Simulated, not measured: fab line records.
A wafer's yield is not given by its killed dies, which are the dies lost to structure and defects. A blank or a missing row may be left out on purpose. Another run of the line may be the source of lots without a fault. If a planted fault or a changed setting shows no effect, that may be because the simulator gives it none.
Matching of chambers    flow n5 finfet    N5_BEOL_M9_ALD_74 on ald metal-04: 4 sister chambers
The step deposits TaN, target thk 2 nm, pulse time 2 s, purge time 3 s. 4 wafers are shown with their chamber, then 7 later ones without.

## WAFERS WITH THEIR CHAMBER
wafer   chamber  heater power w (W)
L938.2  2        436
L938.5  1        460
L939.4  3        469
L941.1  0        392

## WAFERS WITHOUT THEIR CHAMBER
wafer   heater power w (W)
L941.4  478
L941.5  372
L949.3  448
L949.5  454
L949.6  382
L950.1  433
L950.2  458

## THE CHAMBER EACH PASSED THROUGH
wafer    from the rows above            in truth
L941.4   can't be placed: 3 or 1        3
L941.5   0                              0
L949.3   can't be placed: 1 or 2 or 3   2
L949.5   can't be placed: 1 or 3 or 2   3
L949.6   0                              0
L950.1   2                              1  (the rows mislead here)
L950.2   can't be placed: 1 or 3 or 2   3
Correct placement for 2 of the 7. Not placeable from these rows: 4 (in 4, the candidates include the true chamber). Placed wrongly: 1.
How it was worked out, from the rows above alone: a wafer's distance from a chamber is the root of the sum, over the readings, of the square of ((its reading less the chamber's mean) divided by the reading's scatter). If the next closest chamber is less than 2 further off than the closest, the wafer can't be placed; otherwise it belongs to the closest. Each chamber's mean is taken over the wafers shown for it. The scatter: with one shown wafer a chamber, the root of the mean of the squares of how far each hidden wafer lies from its nearest shown one.
